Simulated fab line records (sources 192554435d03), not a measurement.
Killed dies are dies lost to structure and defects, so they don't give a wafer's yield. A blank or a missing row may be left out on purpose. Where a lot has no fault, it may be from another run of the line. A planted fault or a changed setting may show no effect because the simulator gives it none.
Chamber matching / flow n5 finfet / N5_BEOL_M1_ETCH_69 on rie diel-06 has 4 sister chambers
The step etches SiARC in CF4, target depth 15.6 nm, time 26 s. 18 wafers are shown with their chamber, then 9 later ones without.

== WAFERS, EACH WITH ITS CHAMBER ==
wafer=L077.4; chamber=0; drypump motor current A (A)=5.7; oes product au (a.u.)=0.60; showerhead plenum p Torr (Torr)=2.20
wafer=L077.5; chamber=2; drypump motor current A (A)=5.2; oes product au (a.u.)=0.71; showerhead plenum p Torr (Torr)=2.17
wafer=L077.6; chamber=1; drypump motor current A (A)=5.9; oes product au (a.u.)=0.60; showerhead plenum p Torr (Torr)=2.12
wafer=L078.4; chamber=2; drypump motor current A (A)=5.2; oes product au (a.u.)=0.71; showerhead plenum p Torr (Torr)=2.17
wafer=L078.5; chamber=0; drypump motor current A (A)=5.7; oes product au (a.u.)=0.60; showerhead plenum p Torr (Torr)=2.20
wafer=L078.6; chamber=1; drypump motor current A (A)=5.9; oes product au (a.u.)=0.60; showerhead plenum p Torr (Torr)=2.12
wafer=L083.2; chamber=3; drypump motor current A (A)=5.8; oes product au (a.u.)=0.80; showerhead plenum p Torr (Torr)=2.19
wafer=L083.5; chamber=2; drypump motor current A (A)=5.2; oes product au (a.u.)=0.71; showerhead plenum p Torr (Torr)=2.17
wafer=L083.6; chamber=1; drypump motor current A (A)=5.9; oes product au (a.u.)=0.60; showerhead plenum p Torr (Torr)=2.12
wafer=L086.3; chamber=2; drypump motor current A (A)=5.2; oes product au (a.u.)=0.70; showerhead plenum p Torr (Torr)=2.16
wafer=L086.4; chamber=0; drypump motor current A (A)=5.7; oes product au (a.u.)=0.59; showerhead plenum p Torr (Torr)=2.19
wafer=L086.5; chamber=0; drypump motor current A (A)=5.7; oes product au (a.u.)=0.58; showerhead plenum p Torr (Torr)=2.19
wafer=L089.2; chamber=3; drypump motor current A (A)=5.8; oes product au (a.u.)=0.78; showerhead plenum p Torr (Torr)=2.18
wafer=L089.3; chamber=0; drypump motor current A (A)=5.8; oes product au (a.u.)=0.59; showerhead plenum p Torr (Torr)=2.19
wafer=L089.6; chamber=0; drypump motor current A (A)=5.8; oes product au (a.u.)=0.59; showerhead plenum p Torr (Torr)=2.19
wafer=L092.3; chamber=0; drypump motor current A (A)=5.7; oes product au (a.u.)=0.58; showerhead plenum p Torr (Torr)=2.19
wafer=L092.4; chamber=2; drypump motor current A (A)=5.2; oes product au (a.u.)=0.69; showerhead plenum p Torr (Torr)=2.16
wafer=L092.6; chamber=3; drypump motor current A (A)=5.8; oes product au (a.u.)=0.76; showerhead plenum p Torr (Torr)=2.18

SIGNATURES, as means of the wafers listed above
reading=drypump motor current A; chamber 0=5.729; chamber 1=5.900; chamber 2=5.200; chamber 3=5.800; scatter within a chamber=0.0319
reading=oes product au; chamber 0=0.5900; chamber 1=0.6000; chamber 2=0.7040; chamber 3=0.7800; scatter within a chamber=0.0104
reading=showerhead plenum p Torr; chamber 0=2.1929; chamber 1=2.1200; chamber 2=2.1660; chamber 3=2.1833; scatter within a chamber=0.00485
Rule: for a wafer and a chamber, the distance is found by dividing, reading by reading, the gap between the wafer's reading and the chamber's mean by the reading's scatter, squaring, summing and taking the root. The wafer belongs to the nearest chamber; if the next one is less than 2 further off, it can't be placed. The scatter: the root of (the sum of the squares of (reading less its chamber's mean) over the shown wafers, divided by (wafers less chambers)).

== WAFERS WITH NO CHAMBER GIVEN ==
wafer=L093.1; drypump motor current A (A)=5.8; oes product au (a.u.)=0.76; showerhead plenum p Torr (Torr)=2.18
wafer=L093.3; drypump motor current A (A)=5.2; oes product au (a.u.)=0.70; showerhead plenum p Torr (Torr)=2.16
wafer=L093.4; drypump motor current A (A)=5.9; oes product au (a.u.)=0.59; showerhead plenum p Torr (Torr)=2.11
wafer=L094.1; drypump motor current A (A)=5.9; oes product au (a.u.)=0.59; showerhead plenum p Torr (Torr)=2.11
wafer=L094.5; drypump motor current A (A)=5.9; oes product au (a.u.)=0.59; showerhead plenum p Torr (Torr)=2.11
wafer=L094.6; drypump motor current A (A)=5.8; oes product au (a.u.)=0.59; showerhead plenum p Torr (Torr)=2.19
wafer=L096.1; drypump motor current A (A)=5.2; oes product au (a.u.)=0.69; showerhead plenum p Torr (Torr)=2.16
wafer=L096.2; drypump motor current A (A)=5.9; oes product au (a.u.)=0.59; showerhead plenum p Torr (Torr)=2.11
wafer=L096.3; drypump motor current A (A)=5.8; oes product au (a.u.)=0.75; showerhead plenum p Torr (Torr)=2.18

== CHAMBER TAKEN BY EACH ==
wafer=L093.1; from the rows above=3; in truth=3
wafer=L093.3; from the rows above=2; in truth=2
wafer=L093.4; from the rows above=1; in truth=1
wafer=L094.1; from the rows above=1; in truth=1
wafer=L094.5; from the rows above=1; in truth=1
wafer=L094.6; from the rows above=0; in truth=0
wafer=L096.1; from the rows above=2; in truth=2
wafer=L096.2; from the rows above=1; in truth=1
wafer=L096.3; from the rows above=3; in truth=3
Correct placement for 9 of the 9. Left unplaced by these rows: 0. Wrongly placed: 0.
